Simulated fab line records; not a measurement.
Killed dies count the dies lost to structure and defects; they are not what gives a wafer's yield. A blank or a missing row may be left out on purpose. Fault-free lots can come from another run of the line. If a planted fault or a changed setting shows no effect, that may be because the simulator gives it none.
Struck lot and sound lot, side by side | flow n5_finfet | 33 steps out of a route of 1938
Sound: these wafers, L892.4, L892.5, L892.6. The struck wafers were L882.1, L882.3, L882.4. The cause is named last.
Per side, at each step with rows, come the tool, then ch with its chambers, and then its first start. Under that, the readings that differ: sound wafers | struck wafers | difference of the means | sigmas: that difference in standard deviations of wafers without a fault.
alike: readings whose means differ by less than 2 such deviations, and words and numbers that are the same on both sides. not compared: withheld readings, readings that some wafer has no value for, bounds like >300 that may hide the same value, and numbers for which the record gives no deviation and whose values overlap.
The two part at a step that has a row with sigmas, a row that says differs or no value, or rows on one side only. Numbers that don't overlap but have no deviation are shown without sigmas and don't part them. Lack of a reading on every wafer of one side parts them only where that side has two or more wafers.

first, 1 step without rows for these wafers: N5_BEOL_M5_CMP_52 (polishes, stops on SiCOH lowk, t overpolish 6.9 s, target thk 62 nm).
N5_BEOL_M5_THK_MEAS_53: measures by xrf.
  sound on film_metro-02 at day 13 03:39; struck on film_metro-01 at day 10 11:40
  alike: M5_THK
then, 1 step without rows for these wafers: N5_BEOL_M5_PRE_CLEAN_77 (time 15 s).
N5_BEOL_M5_CO_CAP_78: material Co, precursor CCTBA/H2, target thk 2 nm, time 102.1 s.
  sound on cvd_co-02 ch 0,1,2, day 13 03:46; struck on cvd_co-01 ch 0,2, day 10 11:44
  alike: heater_power_w
  not compared: since_wet_clean_h
then, 1 step without rows for these wafers: N5_BEOL_M5_PRE_CLEAN_55 (time 15 s).
N5_BEOL_M5_DEP_56: deposits SiCN from 3MS/NH3, target thk 8 nm, time 14 s.
  sound on pecvd-02 ch 0,1,2, day 13 03:52; struck on pecvd-02 ch 0,1, day 10 11:52
  alike: chamber_pressure_Torr, rf_fwd_power_W, showerhead_plenum_p_Torr, throttle_valve_pct
  not compared: since_wet_clean_h
N5_BEOL_M5_RS_MEAS_57: the measuring method here is four-point-probe.
  sound on film_metro-02 at day 13 03:55; struck on film_metro-01 at day 10 11:57
  alike: M5_RS
N5_BEOL_M5_INSPECT_58: inspects for defects (darkfield).
  sound on defect_inspect-01 at day 13 03:56; struck on defect_inspect-01 at day 10 11:58
  reading          | sound    | struck    | difference | sigmas
  raw_defect_count | 32 51 58 | 186 98 86 | +76        | +3
then, 1 step without rows for these wafers: N5_BEOL_M6_ILD_DEP_00 (deposits SiCOH lowk from DEMS/porogen, target thk 179.75 nm, time 33.4 s).
N5_BEOL_M6_CURE_74: cures SiCOH lowk, time 240 s.
  sound on uv_cure-02 ch 2, day 13 04:31; struck on uv_cure-02 ch 1, day 10 12:04
  alike: lamp_power_pct, wafer_temp_C_max
N5_BEOL_M6_THK_MEAS_01:
  sound on film_metro-01 at day 13 05:02; struck on film_metro-02 at day 10 14:02
  alike: M6_ILD_THK
then, 1 step without rows for these wafers: N5_BEOL_M6_PECVD_70 (deposits SiO2 from TEOS/O2, target thk 20 nm, time 22.7 s).
N5_BEOL_M6_HM_DEP_02: deposits TiN, target thk 20 nm.
  sound on pvd_sputter-01 at day 13 06:56; struck on pvd_sputter-01 at day 10 14:08
  no value came back on the struck wafers for chamber_pressure_pa (Pa), substrate_temp_c (C), throttle_valve_pct (%); on the sound wafers chamber_pressure_pa (Pa) reads 0.5022 0.5018 0.5007
then, 8 steps without rows for these wafers: N5_BEOL_M6_COAT_59 (time 60 s, resist thk 100 nm); N5_BEOL_M6_COAT_60 (time 60 s, resist thk 35 nm); N5_BEOL_M6_COAT_05 (resist thk 90 nm); N5_BEOL_M6_EBR_07; N5_BEOL_M6_SOFTBAKE_06 (time 60 s); N5_BEOL_M6_EXPOSE_08 (exposes mask M6); N5_BEOL_M6_PEB_09 (peb time 60 s); N5_BEOL_M6_DEVELOP_10 (develop time 30 s).
N5_BEOL_M6_CD_MEAS_11: the cd target is 38.5 nm.
  sound on cd_sem-02 ch 0, day 13 07:26; struck on cd_sem-02 ch 0, day 10 14:38
  reading    | sound          | struck         | difference | sigmas
  cd_nm (nm) | 39.0 39.5 39.2 | 38.4 38.0 37.9 | -1.1       | -3
N5_BEOL_M6_OVL_MEAS_12:
  sound on overlay-02 ch 0, day 13 07:28; struck on overlay-01 ch 0, day 10 14:40
  alike: M6_OVL
N5_BEOL_M6_INSPECT_13: inspects for defects (brightfield).
  sound on defect_inspect-01 at day 13 07:29; struck on defect_inspect-01 at day 10 14:42
  alike: raw_defect_count
then, 2 steps without rows for these wafers: N5_BEOL_M6_DESCUM_16 (chemistry O2, time 7.9 s); N5_BEOL_M6_ETCH_61 (etches SiARC in CF4, target depth 45.5 nm, time 75.8 s).
N5_BEOL_M6_ETCH_62: etches SOC in N2/H2, target depth 110 nm, overetch 22 nm, time 165 s.
  sound on rie_diel-06 ch 0,2,3, day 13 07:41; struck on rie_diel-01 ch 0,1,3, day 10 14:49
  reading                | sound | struck   | difference                   | sigmas
  rf_hours_counter_h (h) | - - - | 50 28 42 | no value on the sound wafers |
  alike: chamber_pressure_mTorr, drypump_motor_current_A, oes_product_au, rf_vpp_V, showerhead_plenum_p_Torr, throttle_valve_pct
then, 1 step without rows for these wafers: N5_BEOL_M6_STRIP_68 (strips in N2/H2).
N5_BEOL_M6_STRIP_67: strips in CF4.
  sound on rie_diel-06 ch 0,2,3, day 13 07:46; struck on rie_diel-01 ch 0,1,3, day 10 14:58
  reading                | sound | struck   | difference                   | sigmas
  rf_hours_counter_h (h) | - - - | 50 28 42 | no value on the sound wafers |
  alike: bias_power_w, chamber_pressure_mTorr, drypump_motor_current_A, oes_product_au, rf_vpp_V, showerhead_plenum_p_Torr, throttle_valve_pct
N5_BEOL_M6_HM_OPEN_17: chemistry Cl2/BCl3, target TiN, target depth 20 nm, overetch 6 nm.
  sound on rie_metal-02 ch 0,1, day 13 07:50; struck on rie_metal-01 ch 0,1, day 10 15:01
  reading                  | sound             | struck            | difference | sigmas
  oes_product_au (a.u.)    | 0.80 0.68 0.80    | 0.26 0.26 0.31    | -0.48      | -6
  throttle_valve_pct (%)   | 21.79 22.34 21.82 | 22.85 22.82 22.91 | +0.88      | +5
  model.etch.depth_nm (nm) | 20.18 20.11 20.31 | 0 0 0             | -20        |
  alike: chamber_pressure_mTorr, drypump_motor_current_A, oes_ar_750_au
  not compared: rf_hours_counter_h
then, 1 step without rows for these wafers: N5_BEOL_M6_STRIP_19 (strips in O2).
N5_BEOL_M6_CD_MEAS_18: pitch 80 nm, target cd 40 nm.
  sound on cd_sem-01 at day 13 08:02; struck on cd_sem-02 at day 10 15:11
  reading    | sound          | struck | difference                    | sigmas
  cd_nm (nm) | 40.4 40.0 40.1 | - - -  | no value on the struck wafers |
then, 1 step without rows for these wafers: N5_BEOL_M6_COAT_63 (time 60 s, resist thk 60 nm).

## WHERE THEY PART
Earliest at N5_BEOL_M5_INSPECT_58; latest, in this record, at N5_BEOL_M6_CD_MEAS_18.

WHY: the cause the simulator had injected
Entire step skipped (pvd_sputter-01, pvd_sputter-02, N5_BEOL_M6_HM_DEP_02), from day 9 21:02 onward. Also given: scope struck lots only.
